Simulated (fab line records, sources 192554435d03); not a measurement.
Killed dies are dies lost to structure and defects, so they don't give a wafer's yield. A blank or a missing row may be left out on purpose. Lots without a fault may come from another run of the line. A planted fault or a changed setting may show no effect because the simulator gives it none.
fab line records | flow n5_finfet
record lots=6 wafers=16 last_day=18
route steps=1938 shown FIN_CUT@164 BEOL_M4@1111
lots that met no fault: from a run of the same line without faults
start_h: hours from the record's first day to the start of the lot's first wafer shown | wait_h: hours since the lot's step before | " the same as in the row above | L1.1+2: a row that stands for several wafers | - no value, or no start given | * or withheld: withheld | < > ~ a bound
route shown NAME@n: a module of which the file shows steps, and the number in the route of the first | usual: mean/standard deviation of fault-free wafers | same: alike in all rows | chamber/n: place in a boat | sites: the reading at each site | _std_site: their standard deviation | _edge_site: outer sites' mean less inner sites' | radius_mm: how far each site lies from the wafer's centre | mask NAME#n: copy n | behind: the tool/chamber that last shaped the wafer | hold: why the lot was held/for how many hours/how that ended | device: the transistor (n, p or np) that didn't switch | end of line: the same wafers' tests at the end of the route | a step without rows: its recipe alone | killed: dies lost to structure and defects at the first sort, not the wafer's yield | map: a wafer's dies, x killed, . not, _ none there
set.NAME: the setting as run; set.NAME@STEP: as run at that earlier step | model.NAME: the simulator's own value behind a step, which no gauge read
lots at some steps of the route; a table a step, a row a wafer
services: from which hour (start_h, from the record's first day; less than 0 if before it) a tool's chamber was out of use, for how many hours, and why
## steps
# step N5_FIN_CUT_OVL_MEAS_09
# recipe points_per_wafer=522
# usual FIN_CUT_OVL=0.0/0.67
# same points_per_wafer=522
# columns lot.wafer tool chamber start_h wait_h FIN_CUT_OVL[nm]
L864.1 overlay-02 0 52.65 0.0 0.8
L864.3 " 0 " " 1.2
L864.5 " 0 " " 1.2
L870.1 overlay-02 0 89.14 0.0 -0.6
L870.3 " 0 " " 0.5
L870.6 " 0 " " -0.4
L875.3 overlay-02 0 117.42 0.0 0.0
L875.4 " 0 " " -0.3
L880.2 overlay-01 0 147.38 0.0 -0.9
L880.4 " 0 " " -0.2
L882.2 overlay-02 0 161.97 0.0 0.6
L882.3 " 0 " " -0.4
L882.6 " 0 " " 0.0
L883.2 overlay-02 0 168.18 0.0 -0.4
L883.4 " 0 " " 0.4
L883.6 " 0 " " 0.0
# step N5_FIN_CUT_INSPECT_10
# recipe mode=adi inspect_instrument=brightfield
# usual raw_defect_count=39/10
# columns lot.wafer tool chamber start_h wait_h raw_defect_count
L864.1 defect_inspect-01 - 52.71 0.1 38
L864.3 " - " " 37
L864.5 " - " " 30
L870.1 defect_inspect-02 - 89.20 0.1 37
L870.3 " - " " 26
L870.6 " - " " 35
L875.3 defect_inspect-02 - 117.46 0.0 47
L875.4 " - " " 40
L880.2 defect_inspect-01 - 147.43 0.0 36
L880.4 " - " " 35
L882.2 defect_inspect-01 - 162.02 0.0 36
L882.3 " - " " 39
L882.6 " - " " 34
L883.2 defect_inspect-01 - 168.23 0.0 49
L883.4 " - " " 44
L883.6 " - " " 46
# step N5_FIN_CUT_DESCUM_13
# recipe chemistry=O2 time_s=7 source_power_w=50 bias_power_w=20 pressure_mtorr=20 rf_frequency_hz=2.712e+07 temp_c=40 resist=CAR-EUV o2_flow_sccm=225
# step N5_FIN_CUT_ETCH_30
# recipe chemistry=N2/H2 target=underlayer target_depth_a=130 mask_material=CAR-EUV time_s=10.4 ion_energy_ev=200 pressure_mtorr=30 source_w=840 bias_w=150 n2_flow_sccm=200 h2_flow_sccm=200 ends=cleared
# usual drypump_motor_current_A=5.8/0.47 etch_rf_on_time_s=10.43/0.14 oes_product_au=0.63/0.04 rf_vpp_V=523.3/2.4 showerhead_plenum_p_Torr=2.53/0.083 throttle_valve_pct=17.86/0.18
# columns lot.wafer tool chamber start_h wait_h drypump_motor_current_A etch_rf_on_time_s oes_product_au rf_hours_counter_h rf_vpp_V showerhead_plenum_p_Torr throttle_valve_pct
L864.1 rie_diel-03 3 52.88 0.0 6.2 10.34 0.72 69 522.0 2.47 17.78
L864.3 " 2 " " 6.2 10.44 0.65 128 521.7 2.45 17.91
L864.5 " 0 " " 6.1 10.47 0.67 - 520.5 2.44 17.80
L870.1 rie_diel-03 3 89.45 0.0 6.2 10.41 0.70 80 521.0 2.47 17.82
L870.3 " 0 " " 6.1 10.43 0.66 150 521.0 2.44 17.82
L870.6 " 1 " " 4.7 10.23 0.59 - 525.5 2.61 17.90
L875.3 rie_diel-02 3 117.53 0.0 6.3 10.52 0.60 238 526.3 2.62 17.80
L875.4 " 0 " " 5.7 10.51 0.64 123 524.0 2.55 18.07
L880.2 rie_diel-03 0 147.50 0.0 6.1 10.46 0.65 168 520.4 2.43 17.85
L880.4 " 1 " " 4.7 10.37 0.58 244 525.7 2.60 17.93
L882.2 rie_diel-04 3 162.09 0.0 5.8 10.45 0.63 207 523.7 2.52 18.07
L882.3 " 0 " " 5.6 10.48 0.60 196 523.4 2.52 18.13
L882.6 " 2 " " 5.7 10.54 0.58 - 523.0 2.50 18.07
L883.2 rie_diel-04 2 168.30 0.0 5.7 10.46 0.58 245 522.3 2.50 18.08
L883.4 " 0 " " 5.6 10.30 0.60 197 522.5 2.52 18.12
L883.6 " 1 " " 6.1 10.18 0.66 - 525.7 2.65 17.79
# step N5_FIN_CUT_ETCH_20
# recipe chemistry=CF4 target=SiARC target_depth_a=260 mask_material=CAR-EUV time_s=43.3 ion_energy_ev=80 pressure_mtorr=40 source_w=545 bias_w=36 Ar_flow_sccm=100 cf4_flow_sccm=100 ends=cleared
# step N5_FIN_CUT_ETCH_21
# recipe chemistry=N2/H2 target=SOC target_depth_a=2190 overetch_a=438 mask_material=SiARC temp_c=40 ion_energy_ev=100 bias_w=61 time_s=523.5 pressure_mtorr=30 source_w=850 n2_flow_sccm=200 h2_flow_sccm=200
# usual drypump_motor_current_A=5.8/0.48 oes_product_au=0.68/0.042 rf_vpp_V=240.4/1.3 showerhead_plenum_p_Torr=2.53/0.083 throttle_valve_pct=17.81/0.18
# same time_s=523.5
# columns lot.wafer tool chamber start_h wait_h drypump_motor_current_A oes_product_au rf_hours_counter_h rf_vpp_V showerhead_plenum_p_Torr throttle_valve_pct
L864.1 rie_diel-03 3 52.94 0.0 6.2 0.77 69 239.0 2.47 17.72
L864.3 " 2 " " 6.2 0.70 128 240.0 2.45 17.83
L864.5 " 0 " " 6.1 0.74 - 239.5 2.44 17.76
L870.1 rie_diel-03 3 89.51 0.0 6.2 0.75 81 241.3 2.47 17.75
L870.3 " 0 " " 6.1 0.72 151 239.3 2.44 17.77
L870.6 " 1 " " 4.7 0.63 - 242.0 2.61 17.84
L875.3 rie_diel-02 3 117.59 0.0 6.3 0.64 238 240.7 2.62 17.76
L875.4 " 0 " " 5.7 0.70 123 239.4 2.55 18.00
L880.2 rie_diel-03 0 147.56 0.0 6.1 0.70 168 238.9 2.43 17.80
L880.4 " 1 " " 4.7 0.62 244 241.2 2.60 17.88
L882.2 rie_diel-04 3 162.15 0.0 5.8 0.67 207 239.8 2.52 18.03
L882.3 " 0 " " 5.6 0.65 196 240.2 2.52 18.07
L882.6 " 2 " " 5.7 0.63 - 239.3 2.50 18.03
L883.2 rie_diel-04 2 168.36 0.0 5.7 0.63 245 240.9 2.50 18.02
L883.4 " 0 " " 5.6 0.65 197 240.0 2.52 18.08
L883.6 " 1 " " 6.1 0.70 - 242.2 2.65 17.74
# step N5_FIN_CUT_STRIP_23
# recipe chemistry=N2/H2 temp_c=40 n2_flow_sccm=200 h2_flow_sccm=200 rf_frequency_hz=6e+07
# step N5_FIN_CUT_STRIP_31
# recipe chemistry=N2/H2 temp_c=40 n2_flow_sccm=200 h2_flow_sccm=200 rf_frequency_hz=6e+07
# step N5_FIN_CUT_STRIP_24
# recipe chemistry=CF4 resist=SiARC power_w=300 bias_power_w=75 pressure_mtorr=50 cf4_flow_sccm=150 rf_frequency_hz=6e+07
# usual drypump_motor_current_A=5.8/0.48 oes_product_au=0.73/0.044 rf_vpp_V=271.0/1.4 showerhead_plenum_p_Torr=1.78/0.054 throttle_valve_pct=13.63/0.18
# columns lot.wafer tool chamber start_h wait_h drypump_motor_current_A oes_product_au rf_hours_counter_h rf_vpp_V showerhead_plenum_p_Torr throttle_valve_pct
L864.1 rie_diel-03 3 53.26 0.0 6.2 0.82 69 270.2 1.75 13.46
L864.3 " 2 " " 6.2 0.76 128 269.2 1.74 13.51
L864.5 " 0 " " 6.1 0.78 - 269.8 1.72 13.64
L870.1 rie_diel-03 3 89.84 0.0 6.2 0.81 81 270.9 1.74 13.47
L870.3 " 0 " " 6.1 0.77 151 269.8 1.72 13.65
L870.6 " 1 " " 4.7 0.67 - 272.6 1.84 13.72
L875.3 rie_diel-02 3 117.91 0.0 6.3 0.69 238 273.1 1.84 13.55
L875.4 " 0 " " 5.7 0.76 123 271.5 1.80 13.70
L880.2 rie_diel-03 0 147.88 0.0 6.1 0.76 168 268.4 1.71 13.72
L880.4 " 1 " " 4.7 0.67 244 271.0 1.83 13.77
L882.2 rie_diel-04 3 162.47 0.0 5.8 0.72 207 272.1 1.78 13.83
L882.3 " 0 " " 5.6 0.71 196 271.4 1.78 13.93
L882.6 " 2 " " 5.7 0.68 - 271.2 1.78 13.93
L883.2 rie_diel-04 2 168.68 0.0 5.7 0.67 245 269.8 1.78 13.91
L883.4 " 0 " " 5.6 0.70 198 271.3 1.78 13.91
L883.6 " 1 " " 6.1 0.76 - 272.5 1.86 13.50
# step N5_FIN_CUT_CUT_ETCH_26
# recipe chemistry=CH3F/O2 target=SiNx target_depth_a=390 mask_material=SOC time_s=55.7 pressure_mtorr=30 source_w=395 bias_w=73 Ar_flow_sccm=150 CH3F_flow_sccm=30 O2_flow_sccm=20 ion_energy_ev=120
# usual drypump_motor_current_A=5.8/0.47 oes_product_au=0.74/0.047 rf_vpp_V=297/3.2 showerhead_plenum_p_Torr=1.99/0.064 throttle_valve_pct=16.38/0.19
# same time_s=55.7
# columns lot.wafer tool chamber start_h wait_h drypump_motor_current_A oes_product_au rf_hours_counter_h rf_vpp_V showerhead_plenum_p_Torr throttle_valve_pct
L864.1 rie_diel-03 3 53.28 0.0 6.2 0.83 69 293 1.95 16.28
L864.3 " 2 " " 6.2 0.76 128 295 1.93 16.29
L864.5 " 0 " " 6.1 0.79 - 299 1.92 16.46
L870.1 rie_diel-03 3 89.86 0.0 6.2 0.82 81 291 1.94 16.31
L870.3 " 0 " " 6.1 0.78 151 297 1.92 16.46
L870.6 " 1 " " 4.7 0.68 - 301 2.06 16.50
L875.3 rie_diel-02 3 117.93 0.0 6.3 0.69 238 300 2.05 16.24
L875.4 " 0 " " 5.7 0.76 123 296 2.02 16.57
L880.2 rie_diel-03 0 147.90 0.0 6.1 0.77 168 298 1.91 16.48
L880.4 " 1 " " 4.7 0.66 245 299 2.06 16.54
L882.2 rie_diel-04 3 162.49 0.0 5.8 0.72 207 296 1.98 16.55
L882.3 " 0 " " 5.6 0.71 196 297 1.98 16.68
L882.6 " 2 " " 5.7 0.67 - 295 1.97 16.63
L883.2 rie_diel-04 2 168.70 0.0 5.7 0.68 245 294 1.97 16.63
L883.4 " 0 " " 5.6 0.70 198 298 1.98 16.68
L883.6 " 1 " " 6.1 0.75 - 303 2.08 16.26
# step N5_FIN_CUT_CUT_ETCH_27
# recipe chemistry=CHF3/O2 target=SiO2 target_depth_a=40 mask_material=SOC overetch_a=20 time_s=4.9 pressure_mtorr=30 source_w=650 bias_w=170 Ar_flow_sccm=200 CHF3_flow_sccm=50 O2_flow_sccm=5 ion_energy_ev=200
# usual drypump_motor_current_A=5.8/0.48 oes_product_au=0.59/0.035 rf_vpp_V=523/5.3 showerhead_plenum_p_Torr=2.40/0.075 throttle_valve_pct=18.84/0.19
# same time_s=4.9
# columns lot.wafer tool chamber start_h wait_h drypump_motor_current_A oes_product_au rf_hours_counter_h rf_vpp_V showerhead_plenum_p_Torr throttle_valve_pct
L864.1 rie_diel-03 3 53.33 0.0 6.2 0.66 69 513 2.35 18.74
L864.3 " 2 " " 6.2 0.60 128 521 2.33 18.75
L864.5 " 0 " " 6.1 0.63 - 524 2.32 18.91
L870.1 rie_diel-03 3 89.90 0.0 6.2 0.65 81 514 2.34 18.76
L870.3 " 0 " " 6.1 0.61 151 525 2.32 18.93
L870.6 " 1 " " 4.7 0.53 - 526 2.48 18.93
L875.3 rie_diel-02 3 117.98 0.0 6.3 0.56 238 528 2.47 18.65
L875.4 " 0 " " 5.7 0.61 123 520 2.43 19.05
L880.2 rie_diel-03 0 147.95 0.0 6.1 0.61 168 524 2.31 18.96
L880.4 " 1 " " 4.7 0.53 245 528 2.48 18.97
L882.2 rie_diel-04 3 162.54 0.0 5.8 0.58 207 522 2.38 19.00
L882.3 " 0 " " 5.6 0.56 196 524 2.39 19.12
L882.6 " 2 " " 5.7 0.54 - 520 2.38 19.07
L883.2 rie_diel-04 2 168.75 0.0 5.7 0.54 245 519 2.38 19.07
L883.4 " 0 " " 5.6 0.56 198 524 2.39 19.14
L883.6 " 1 " " 6.1 0.61 - 533 2.51 18.72
# step N5_FIN_CUT_PRECLEAN_35
# recipe time_s=13.3 temp_c=45 pressure_torr=125 p_hf_torr=3 p_coreactant_torr=25 chemistry=vHF
# step N5_FIN_CUT_CUT_ETCH_15
# recipe chemistry=HBr/Cl2/O2 target=Si target_depth_a=1000 bt_time_s=10 mask_material=SOC time_s=42.4 ion_energy_ev=* bias_w=* pressure_mtorr=10 icp_w=800 HBr_flow_sccm=150 Cl2_flow_sccm=80 O2_flow_sccm=12
# usual drypump_motor_current_A=5.7/0.37 oes_product_au=0.994/0.016 throttle_valve_pct=37.0/0.31
# columns lot.wafer tool chamber start_h wait_h drypump_motor_current_A oes_product_au rf_hours_counter_h throttle_valve_pct model.etch.depth_nm model.FIN_CUT.feature_depth_nm model.SOC_of_FIN_CUT_COAT_18.thk_nm
L864.1 rie_si-03 0 53.48 0.1 5.4 0.995 6 36.6 100.6 100.6 171.2
L864.3 " 3 " " 5.2 0.987 180 37.0 100 100 170.2
L864.5 " 3 " " 5.2 0.983 - 37.0 100.7 100.6 170.8
L870.1 rie_si-03 1 90.05 0.1 5.3 0.989 196 36.6 100 100 170
L870.3 " 2 " " 5.7 1.018 135 37.5 99.21 99.2 171
L870.6 " 2 " " 5.7 1.011 - 37.5 99.64 99.6 170.4
L875.3 rie_si-03 0 118.13 0.0 5.4 0.992 8 36.6 85.52 85.6 178.4
L875.4 " 2 " " 5.7 1.020 135 37.5 100.3 100.4 171.4
L880.2 rie_si-03 3 148.10 0.1 5.2 0.993 182 36.9 85.76 85.8 176.6
L880.4 " 1 " " 5.3 0.968 0 36.7 98.95 99 171.4
L882.2 rie_si-04 1 163.04 0.1 6.3 1.029 86 37.3 101.9 102 168.2
L882.3 " 2 " " 5.7 0.989 21 37.3 99.54 99.6 170.4
L882.6 " 1 " " 6.3 1.031 - 37.3 101 101 169.8
L883.2 rie_si-02 2 168.89 0.1 6.4 0.974 6 37.1 101.4 101.4 171.2
L883.4 " 1 " " 5.3 0.982 10 37.5 98.95 99 171.8
L883.6 " 0 " " 5.2 0.989 - 37.1 101.7 101.6 170.2
# step N5_FIN_CUT_CUT_ETCH_28
# recipe chemistry=HBr/Cl2/O2 target=Si target_depth_a=60 mask_material=SOC time_s=2.4 ion_energy_ev=* bias_w=* pressure_mtorr=10 icp_w=800 HBr_flow_sccm=150 Cl2_flow_sccm=80 O2_flow_sccm=12
# usual drypump_motor_current_A=5.6/0.37 oes_product_au=0.994/0.015 throttle_valve_pct=37.0/0.31
# same time_s=2.4
# columns lot.wafer tool chamber start_h wait_h drypump_motor_current_A oes_product_au rf_hours_counter_h throttle_valve_pct model.SOC_of_FIN_CUT_COAT_18.thk_nm
L864.1 rie_si-03 0 53.53 0.0 5.4 0.992 6 36.6 169.6
L864.3 " 3 " " 5.2 0.998 180 37.0 168.6
L864.5 " 3 " " 5.2 0.988 - 36.9 169.2
L870.1 rie_si-03 1 90.10 0.0 5.4 0.983 196 36.7 168.4
L870.3 " 2 " " 5.7 1.021 135 37.5 169.2
L870.6 " 2 " " 5.7 1.012 - 37.5 168.6
L875.3 rie_si-03 0 118.18 0.0 5.4 0.997 8 36.5 176.6
L875.4 " 2 " " 5.7 1.019 135 37.5 169.8
L880.2 rie_si-03 3 148.15 0.0 5.2 0.993 182 37.0 174.8
L880.4 " 1 " " 5.3 0.977 0 36.7 169.8
L882.2 rie_si-04 1 163.09 0.0 6.3 1.030 86 37.3 166.4
L882.3 " 2 " " 5.7 0.987 21 37.3 168.6
L882.6 " 1 " " 6.3 1.023 - 37.3 168.2
L883.2 rie_si-02 2 168.95 0.0 6.4 0.986 6 37.1 169.6
L883.4 " 1 " " 5.3 0.979 10 37.5 170
L883.6 " 0 " " 5.2 0.999 - 37.1 168.4
# step N5_FIN_CUT_STRIP_22
# recipe chemistry=N2/H2 power_w=500 temp_c=40 pressure_mtorr=50 rf_frequency_hz=6e+07 overash_fraction=0.3 bias_power_w=8 h2_frac=0.5 n2_flow_sccm=300 h2_flow_sccm=300
# step N5_BEOL_M4_RC_MEAS_101
# usual DIBL_N=35.7/1.3 DIBL_P=35.4/1.8 IOFF_N=0.152/0.027 IOFF_P=0.20/0.034 ION_N=672/9.8 ION_P=461/7.5 SS_N=71.4/0.55 SS_P=73.1/0.61 VT_N=251/3.3 VT_P=-251/3.6
# columns lot.wafer tool chamber start_h wait_h DIBL_N[mV/V] DIBL_P[mV/V] IOFF_N[nA/um] IOFF_P[nA/um] ION_N[uA/um] ION_P[uA/um] SS_N[mV/dec] SS_P[mV/dec] VT_N[mV] VT_P[mV]
L864.1 prober-01 0 191.09 0.0 36.1 37.9 0.183 0.20 686 468 71.6 73.1 250 -254
L864.3 " 0 " " 35.8 36.7 0.166 0.18 681 458 71.2 72.8 251 -255
L864.5 " 0 " " 36.6 37.1 0.186 0.19 682 456 71.3 73.1 248 -254
L870.1 prober-02 0 227.18 0.0 34.9 35.1 0.131 0.21 669 466 71.2 72.8 254 -249
L870.3 " 0 " " 35.9 35.8 0.152 0.23 679 469 71.6 73.3 249 -249
L870.6 " 0 " " 35.6 36.1 0.142 0.23 666 471 71.6 73.7 252 -247
L875.3 prober-01 0 256.40 0.3 37.8 36.4 0.179 0.20 676 455 72.1 74.4 249 -253
L875.4 " 0 " " 35.4 34.7 0.144 0.17 678 452 71.8 72.4 249 -255
L880.2 prober-02 0 281.75 0.8 36.6 36.9 0.156 0.19 670 456 71.6 73.8 249 -252
L880.4 " 0 " " 33.7 33.4 0.118 0.14 657 449 71.7 72.6 251 -258
L882.2 prober-01 0 308.32 0.2 36.9 37.5 0.164 0.22 682 465 71.1 73.7 249 -254
L882.3 " 0 " " 35.3 35.2 0.132 0.17 670 456 70.9 73.0 252 -253
L882.6 " 0 " " 36.3 36.8 0.148 0.20 674 459 71.1 73.7 252 -251
L883.2 prober-02 0 318.63 0.2 33.7 33.3 0.112 0.18 669 470 70.2 72.8 255 -250
L883.4 " 0 " " 32.7 31.1 0.097 0.15 661 459 71.1 72.6 258 -252
L883.6 " 0 " " 32.1 30.5 0.093 0.16 651 457 70.2 72.6 257 -253
## services
# columns tool chamber start_h hours kind
rie_si-02 - 61.49 0.4 repair
rie_diel-03 1 63.21 7.4 repair
rie_si-04 - 66.26 0.5 repair
rie_si-02 - 67.08 0.9 repair
rie_si-04 - 86.98 14.6 pm
rie_si-03 1 119.21 - clean
rie_si-03 1 119.21 9.8 scheduled_down
rie_si-03 1 119.21 9.8 vent_cycle
rie_diel-02 1 128.59 14.5 repair
rie_si-04 0 137.73 - clean
rie_si-04 0 137.73 27.8 scheduled_down
rie_si-04 0 137.73 27.8 vent_cycle
rie_diel-02 2 143.09 - clean
rie_diel-02 2 143.09 - consumable_replace:focus_ring
rie_diel-02 2 143.09 35.0 scheduled_down
rie_diel-02 2 143.09 35.0 vent_cycle
rie_si-03 - 156.26 0.4 repair
## key
first_sign none at tools or gauges
model_effect step=N5_FIN_CUT_CUT_ETCH_15 value=etch.depth_nm without=99.79 struck=85.64
model_effect step=N5_FIN_CUT_CUT_ETCH_28 value=SOC_of_FIN_CUT_COAT_18.thk_nm without=170.5 struck=175.7
met_at N5_FIN_CUT_CUT_ETCH_15
struck_wafers L875.3,L880.2
onset_between 90.05 118.13
fault kind=process_parameter_drift tool=rie_si-03 chamber=- onset_h=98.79 steps=N5_FIN_CUT_CUT_ETCH_15 channel=time_s offset=* shape=step end_h=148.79 scope=struck_wafers_only acts_in=* stated=*
